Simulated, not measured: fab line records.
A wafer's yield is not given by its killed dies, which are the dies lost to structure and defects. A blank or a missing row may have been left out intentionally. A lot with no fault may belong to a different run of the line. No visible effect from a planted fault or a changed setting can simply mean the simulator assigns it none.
Struck lot and sound lot, side by side | flow nand-harc | 34 out of 1302 route steps
Sound: wafers L470.1, L470.2, L470.3. Struck: wafers L462.1, L462.2, L462.6. Last of all comes the cause.
Each step with rows lists, per side, the tool, then ch with its chambers, then its first start. Under that, the readings that differ: sound wafers | struck wafers | difference of the means | sigmas: that difference in standard deviations of wafers without a fault.
alike: words and numbers the same on both sides, and readings whose means are apart by under 2 such deviations; not compared: readings that were withheld, readings missing a value for some wafer, numbers with overlapping values and no deviation given by the record, and bounds like >300 which may hide the same value.
Wherever a step has rows on one side only, a row that says differs or no value, or a row with sigmas, the two part there. Numbers that don't overlap but have no deviation are shown without sigmas and don't part them. A reading that every wafer of one side lacks parts them only if that side has two wafers or more.

first, 5 steps without rows for these wafers: NHARC_A_ONON_D2_DEP_19 (target thk 1000 nm); NHARC_A_ONON_D2_DEP_22 (target thk 1000 nm); NHARC_A_ONON_D2_DEP_25 (target thk 1000 nm); NHARC_A_ONON_D2_DEP_28 (target thk 1000 nm); NHARC_A_ONON_D2_DEP_33 (deposits SiO2, target thk 200 nm).
NHARC_A_CHANNEL_HOLE_D2_DEP_00: deposits aC, target thk 3100 nm.
  sound on acl-dep-01 ch 0, day 21 03:05; struck on acl-dep-01 ch 0, day 17 20:28
  reading              | sound | struck               | difference                   | sigmas
  susceptor-temp-C (C) | - - - | 400.25 400.08 400.20 | no value on the sound wafers |
  alike: throttle-valve-pct
then, 11 steps without rows for these wafers: NHARC_A_CHANNEL_HOLE_D2_DEP_01 (deposits SiON, target thk 140 nm); NHARC_A_CHANNEL_HOLE_D2_DEHYDRATE_02 (time 120 s); NHARC_A_CHANNEL_HOLE_D2_HMDS_03 (time 30 s); NHARC_A_CHANNEL_HOLE_D2_COAT_36 (time 75 s); NHARC_A_CHANNEL_HOLE_D2_COAT_37 (time 65 s); NHARC_A_CHANNEL_HOLE_D2_COAT_04 (resist thk 90 nm); NHARC_A_CHANNEL_HOLE_D2_SOFTBAKE_05 (time 55 s); NHARC_A_CHANNEL_HOLE_D2_EBR_06; NHARC_A_CHANNEL_HOLE_D2_EXPOSE_07 (exposes mask HOLE D2, target cd 100 nm); NHARC_A_CHANNEL_HOLE_D2_PEB_08 (peb time 65 s); NHARC_A_CHANNEL_HOLE_D2_DEVELOP_09 (develop time 35 s).
NHARC_A_CHANNEL_HOLE_D2_INSPECT_12:
  sound on defect-inspect-01 at day 21 05:49; struck on defect-inspect-02 at day 17 23:14
  reading          | sound    | struck      | difference | sigmas
  raw-defect-count | 12 18 13 | 476 519 497 | +483       | +23
then, 14 steps without rows for these wafers: NHARC_A_CHANNEL_HOLE_D2_DESCUM_15 (chemistry O2, time 3 s); NHARC_A_CHANNEL_HOLE_D2_ETCH_38 (etches the open film in CF4, target depth 39 nm, time 65 s); NHARC_A_CHANNEL_HOLE_D2_ETCH_39 (etches the open film in N2/H2, target depth 260 nm, time 325 s); NHARC_A_CHANNEL_HOLE_D2_ETCH_34 (etches the open film in CF4/CHF3, target depth 154 nm, time 77 s); NHARC_A_CHANNEL_HOLE_D2_ETCH_16 (etches the open film in O2/COS, target depth 3100 nm, time 806 s); NHARC_A_CHANNEL_HOLE_D2_ETCH_19 (etches the open film in C4F8/O2/Ar, time 34.5 s); NHARC_A_CHANNEL_HOLE_D2_ETCH_20 (etches the open film in C4F8/O2/Ar, time 361.9 s, target depth 1600 nm); NHARC_A_CHANNEL_HOLE_D2_ETCH_21 (etches the open film in C4F8/O2/Ar, time 514.3 s, target depth 1600 nm); NHARC_A_CHANNEL_HOLE_D2_ETCH_22 (etches the open film in C4F8/O2/Ar, time 666.7 s, target depth 1600 nm); NHARC_A_CHANNEL_HOLE_D2_ETCH_23 (etches the open film in C4F8/O2/Ar, time 819 s, target depth 1600 nm); NHARC_A_CHANNEL_HOLE_D2_ETCH_24 (etches the open film in C4F8/O2/Ar, time 906.2 s, target depth 1500 nm); NHARC_A_CHANNEL_HOLE_D2_ETCH_25 (etches the open film in C4F8/O2/Ar, time 1040.2 s, target depth 1500 nm); NHARC_A_CHANNEL_HOLE_D2_ETCH_26 (etches the open film in C4F8/O2/Ar, time 224.1 s, target depth 300 nm); NHARC_A_CHANNEL_HOLE_D2_ETCH_27 (etches the open film in C4F8/O2/Ar, time 90 s, target depth 400 nm).
NHARC_A_CHANNEL_HOLE_D2_INSPECT_40:
  sound on defect-inspect-02 at day 21 12:47; struck on defect-inspect-01 at day 18 06:10
  reading          | sound       | struck      | difference | sigmas
  raw-defect-count | 311 386 288 | 671 690 710 | +362       | +4
-- jump in the record: it breaks off in module A_CHANNEL_HOLE_D2 and resumes in module END (first step shown: number 1302 of the route), and 11 days separate the struck wafers' starts before and after --
NHARC_END_SORT_01:
  here the record holds rows for the struck wafers (prober-01 ch 0, day 28 19:52) but none for the sound ones

== WHERE THEY PART ==
At NHARC_A_CHANNEL_HOLE_D2_DEP_00 first; at NHARC_END_SORT_01 last (within this record only).

WHY: what had been put in by the simulator
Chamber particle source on acl-dep-01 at NHARC_A_CHANNEL_HOLE_D2_DEP_00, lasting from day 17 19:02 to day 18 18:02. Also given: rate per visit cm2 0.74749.
